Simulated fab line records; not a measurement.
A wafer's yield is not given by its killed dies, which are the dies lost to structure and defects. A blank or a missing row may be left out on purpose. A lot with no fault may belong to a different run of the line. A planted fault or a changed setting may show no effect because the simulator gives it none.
Matching of chambers ; flow n5-finfet ; N5_BEOL_M9_STRIP_36 on rie-diel-04 has 4 sister chambers
The step strips in N2/H2. 4 wafers are shown with their chamber, then 9 later ones without.

## WAFERS PAIRED WITH THEIR CHAMBERS
wafer;chamber;drypump-motor-current-A (A)
L080.6;0;5.1
L086.1;2;5.0
L086.2;1;6.1
L086.6;3;5.3

## WAFERS MISSING THEIR CHAMBER
wafer;drypump-motor-current-A (A)
L089.1;5.0
L089.5;6.2
L089.6;5.0
L090.1;6.1
L090.2;5.3
L090.5;5.1
L097.1;5.3
L097.3;6.1
L097.6;5.3

## EACH ONE'S CHAMBER
wafer;from the rows above;in truth
L089.1;2;2
L089.5;1;1
L089.6;2;2
L090.1;1;1
L090.2;3;3
L090.5;0;0
L097.1;3;3
L097.3;1;1
L097.6;3;3
9 of 9 placed correctly. Left unplaced by these rows: 0. Wrongly placed: 0.
How it was worked out, from the rows above alone: a wafer's distance from a chamber is the root of the sum, over the readings, of the square of ((its reading less the chamber's mean) divided by the reading's scatter). If the next closest chamber is less than 2 further off than the closest, the wafer can't be placed; otherwise it belongs to the closest. A chamber's mean is the mean of its shown wafers. The scatter: with one shown wafer a chamber, the root of the mean of the squares of how far each hidden wafer lies from its nearest shown one.
